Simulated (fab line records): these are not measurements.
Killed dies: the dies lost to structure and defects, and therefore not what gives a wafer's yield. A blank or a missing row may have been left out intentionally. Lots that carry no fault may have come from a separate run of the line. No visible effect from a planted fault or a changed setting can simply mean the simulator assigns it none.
Split-lot study :: flow n5_finfet :: 21 wafers read from 7 lots, route of 1938 steps

SPLIT DETAILS
At N5_BEOL_M6_EXPOSE_08 (exposes mask M6), the setting dose_mj was moved away from the recipe's 68.25 on 9 of the 21 wafers read, by -6.0% to +4.0%. The other wafers ran this setting at the recipe's value.

FROM THE SPLIT TO THE READING: what the file shows between them, 6 steps
- N5_BEOL_M6_PEB_09: peb time 60 s
- N5_BEOL_M6_DEVELOP_10: develop time 30 s
- N5_BEOL_M6_CD_MEAS_11: target cd 38.5 nm
- N5_BEOL_M6_DESCUM_16: chemistry O2, time 7.9 s
- N5_BEOL_M6_ETCH_61: etches SiARC in CF4, target depth 45.5 nm, time 75.8 s
- N5_BEOL_M6_STRIP_19: strips in O2 (also split here: temp_c)

THE READING
cd_nm, in nm, at N5_BEOL_M6_CD_MEAS_18 (pitch 80 nm, target cd 40 nm). A value of 40.2 nm with a standard deviation of 0.77 nm is what fault-free wafers of this fab line usually give.

wafer: L080.3
tool, chamber at the split: arfi_scanner-01, 0
dose_mj as run: 65.14
against the recipe: -4.6%
cd_nm, nm: 38.4
against lot-mates on the recipe: -2.0

wafer: L080.4
tool, chamber at the split: arfi_scanner-01, 0
dose_mj as run: 68.25
against the recipe: recipe
cd_nm, nm: 40.4
against lot-mates on the recipe: -

wafer: L080.5
tool, chamber at the split: arfi_scanner-01, 0
dose_mj as run: 65.14
against the recipe: -4.6%
cd_nm, nm: 38.8
against lot-mates on the recipe: -1.6

wafer: L079.4
tool, chamber at the split: arfi_scanner-01, 0
dose_mj as run: 68.25
against the recipe: recipe
cd_nm, nm: 38.7
against lot-mates on the recipe: -

wafer: L079.5
tool, chamber at the split: arfi_scanner-01, 0
dose_mj as run: 68.25
against the recipe: recipe
cd_nm, nm: 38.8
against lot-mates on the recipe: -

wafer: L079.6
tool, chamber at the split: arfi_scanner-01, 0
dose_mj as run: 68.25
against the recipe: recipe
cd_nm, nm: 39.9
against lot-mates on the recipe: -

wafer: L081.1
tool, chamber at the split: arfi_scanner-01, 0
dose_mj as run: 64.15
against the recipe: -6.0%
cd_nm, nm: 37.1
against lot-mates on the recipe: -2.5

wafer: L081.2
tool, chamber at the split: arfi_scanner-01, 0
dose_mj as run: 68.25
against the recipe: recipe
cd_nm, nm: 39.6
against lot-mates on the recipe: -

wafer: L081.4
tool, chamber at the split: arfi_scanner-01, 0
dose_mj as run: 64.15
against the recipe: -6.0%
cd_nm, nm: 36.7
against lot-mates on the recipe: -2.9

wafer: L084.2
tool, chamber at the split: arfi_scanner-02, 0
dose_mj as run: 65.8
against the recipe: -3.6%
cd_nm, nm: 38.7
against lot-mates on the recipe: -1.9

wafer: L084.3
tool, chamber at the split: arfi_scanner-02, 0
dose_mj as run: 65.8
against the recipe: -3.6%
cd_nm, nm: 39.5
against lot-mates on the recipe: -1.1

wafer: L084.5
tool, chamber at the split: arfi_scanner-02, 0
dose_mj as run: 68.25
against the recipe: recipe
cd_nm, nm: 40.6
against lot-mates on the recipe: -

wafer: L085.2
tool, chamber at the split: arfi_scanner-01, 0
dose_mj as run: 68.25
against the recipe: recipe
cd_nm, nm: 39.4
against lot-mates on the recipe: -

wafer: L085.5
tool, chamber at the split: arfi_scanner-01, 0
dose_mj as run: 70.05
against the recipe: +2.6%
cd_nm, nm: 41.1
against lot-mates on the recipe: +1.1

wafer: L085.6
tool, chamber at the split: arfi_scanner-01, 0
dose_mj as run: 68.25
against the recipe: recipe
cd_nm, nm: 40.6
against lot-mates on the recipe: -

wafer: L090.1
tool, chamber at the split: arfi_scanner-02, 0
dose_mj as run: 68.25
against the recipe: recipe
cd_nm, nm: 39.8
against lot-mates on the recipe: -

wafer: L090.2
tool, chamber at the split: arfi_scanner-02, 0
dose_mj as run: 68.25
against the recipe: recipe
cd_nm, nm: 38.9
against lot-mates on the recipe: -

wafer: L090.5
tool, chamber at the split: arfi_scanner-02, 0
dose_mj as run: 68.25
against the recipe: recipe
cd_nm, nm: 39.4
against lot-mates on the recipe: -

wafer: L092.1
tool, chamber at the split: arfi_scanner-03, 0
dose_mj as run: 71
against the recipe: +4.0%
cd_nm, nm: 41.7
against lot-mates on the recipe: +1.1

wafer: L092.3
tool, chamber at the split: arfi_scanner-03, 0
dose_mj as run: 68.25
against the recipe: recipe
cd_nm, nm: 40.6
against lot-mates on the recipe: -

wafer: L092.5
tool, chamber at the split: arfi_scanner-03, 0
dose_mj as run: 71
against the recipe: +4.0%
cd_nm, nm: 41.2
against lot-mates on the recipe: +0.6

FIT RESULTS
A straight line over all 21 wafers: cd_nm changes by +0.381 nm for each +1% of dose_mj; r = +0.86; the points scatter about the line by 0.67 nm.
The same after taking each lot's own level away (the mean of its wafers on the recipe; 21 wafers): +0.376 nm for each +1%; r = +0.93; scatter 0.44 nm.
Per that fit: largest dose_mj move, reading shift of 2.3 nm.
From 39.13 to 40.60 nm: that is the span of the lots' own levels, equal to 1.9 times the standard deviation above.
The two slopes are in agreement: the lot-to-lot level therefore moves the slope only a little.
Check: -2.35 nm against its lot-mates is what the line predicts for one of the wafers moved furthest among these (-6.0%) when that wafer is left out of the fit. It came out at -2.5 nm against them.

FURTHER SPLITS ON THESE WAFERS
Before the reading, these wafers also passed through other splits. Each is held against what the fit with the lots' levels taken away leaves over:
other split on the same wafers: N5_BEOL_M4_EXPOSE_08 dose_mj
wafers away from the commonest value: 4
r with cd_nm (lot level and that fit taken away): -0.16

other split on the same wafers: N5_BEOL_M4_TRENCH_ETCH_37 source_w
wafers away from the commonest value: 10
r with cd_nm (lot level and that fit taken away): -0.05

other split on the same wafers: N5_BEOL_M5_TRENCH_ETCH_37 bias_w
wafers away from the commonest value: 4
r with cd_nm (lot level and that fit taken away): -0.27

other split on the same wafers: N5_BEOL_M5_ETCH_41 source_w
wafers away from the commonest value: 9
r with cd_nm (lot level and that fit taken away): -0.23

other split on the same wafers: N5_BEOL_M6_STRIP_19 temp_c
wafers away from the commonest value: 6
r with cd_nm (lot level and that fit taken away): +0.04

THE WHOLE CHAIN: every reading that the file lists as answering this split, in the file's order
step: N5_BEOL_M6_CD_MEAS_11
what it does: target cd 38.5 nm
reading: cd_nm
change (the file's fit): +0.394 nm for each +1% of the setting
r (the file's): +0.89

step: N5_BEOL_M6_ETCH_61
what it does: etches SiARC in CF4, target depth 45.5 nm, time 75.8 s
reading: BEOL_M6.cd_offset_nm (the simulator's own value, which no gauge read)
change (the file's fit): +0.397 nm for each +1% of the setting
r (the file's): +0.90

step: N5_BEOL_M6_CD_MEAS_18
what it does: pitch 80 nm, target cd 40 nm
reading: cd_nm
change (the file's fit): +0.393 nm for each +1% of the setting
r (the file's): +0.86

FILE'S OWN FIT
cd_nm changes by +0.393 nm for each +1% of dose_mj, r = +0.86.
